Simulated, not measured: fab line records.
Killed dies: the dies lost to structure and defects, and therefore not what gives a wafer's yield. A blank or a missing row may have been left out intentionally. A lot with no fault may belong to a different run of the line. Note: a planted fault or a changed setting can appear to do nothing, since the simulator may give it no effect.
Matching of chambers || flow n5_finfet || N5_FIN_SAQP_ETCH_69 on rie_diel-02 has 4 sister chambers
The step etches SOC in N2/H2, stops on SiNx, target depth 150 nm. 8 wafers are shown with their chamber, then 8 later ones without.

## WAFERS WITH THEIR CHAMBER
{"wafer": "L077.2", "chamber": 3, "showerhead_plenum_p_Torr (Torr)": 2.67, "throttle_valve_pct (%)": 17.71}
{"wafer": "L081.2", "chamber": 2, "showerhead_plenum_p_Torr (Torr)": 2.51, "throttle_valve_pct (%)": 18.48}
{"wafer": "L081.5", "chamber": 2, "showerhead_plenum_p_Torr (Torr)": 2.51, "throttle_valve_pct (%)": 18.50}
{"wafer": "L082.1", "chamber": 0, "showerhead_plenum_p_Torr (Torr)": 2.56, "throttle_valve_pct (%)": 17.94}
{"wafer": "L086.3", "chamber": 0, "showerhead_plenum_p_Torr (Torr)": 2.55, "throttle_valve_pct (%)": 17.96}
{"wafer": "L086.4", "chamber": 1, "showerhead_plenum_p_Torr (Torr)": 2.50, "throttle_valve_pct (%)": 17.80}
{"wafer": "L086.5", "chamber": 3, "showerhead_plenum_p_Torr (Torr)": 2.66, "throttle_valve_pct (%)": 17.74}
{"wafer": "L087.3", "chamber": 1, "showerhead_plenum_p_Torr (Torr)": 2.50, "throttle_valve_pct (%)": 17.80}

## WAFERS MISSING THEIR CHAMBER
{"wafer": "L087.4", "showerhead_plenum_p_Torr (Torr)": 2.55, "throttle_valve_pct (%)": 17.95}
{"wafer": "L087.5", "showerhead_plenum_p_Torr (Torr)": 2.50, "throttle_valve_pct (%)": 17.77}
{"wafer": "L089.2", "showerhead_plenum_p_Torr (Torr)": 2.50, "throttle_valve_pct (%)": 18.04}
{"wafer": "L089.3", "showerhead_plenum_p_Torr (Torr)": 2.66, "throttle_valve_pct (%)": 17.76}
{"wafer": "L089.5", "showerhead_plenum_p_Torr (Torr)": 2.55, "throttle_valve_pct (%)": 17.99}
{"wafer": "L091.1", "showerhead_plenum_p_Torr (Torr)": 2.50, "throttle_valve_pct (%)": 18.05}
{"wafer": "L091.2", "showerhead_plenum_p_Torr (Torr)": 2.55, "throttle_valve_pct (%)": 18.00}
{"wafer": "L091.3", "showerhead_plenum_p_Torr (Torr)": 2.49, "throttle_valve_pct (%)": 17.82}

## WHICH CHAMBER EACH ONE RAN IN
{"wafer": "L087.4", "from the rows above": 0, "in truth": 0}
{"wafer": "L087.5", "from the rows above": 1, "in truth": 1}
{"wafer": "L089.2", "from the rows above": 0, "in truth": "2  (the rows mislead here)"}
{"wafer": "L089.3", "from the rows above": 3, "in truth": 3}
{"wafer": "L089.5", "from the rows above": 0, "in truth": 0}
{"wafer": "L091.1", "from the rows above": 0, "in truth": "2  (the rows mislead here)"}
{"wafer": "L091.2", "from the rows above": 0, "in truth": 0}
{"wafer": "L091.3", "from the rows above": 1, "in truth": 1}
Correct placement for 6 of the 8. Not placeable from these rows: 0. 2 placed wrongly.
How it was worked out, from the rows above alone: a wafer's distance from a chamber is the root of the sum, over the readings, of the square of ((its reading less the chamber's mean) divided by the reading's scatter). The wafer belongs to the nearest chamber; if the next one is less than 2 further off, it can't be placed. The mean given for a chamber averages the wafers shown for that chamber. How the scatter is found: for the shown wafers, subtract from each reading the mean of its chamber, square and add these, divide the total by (wafers less chambers), then take the root.
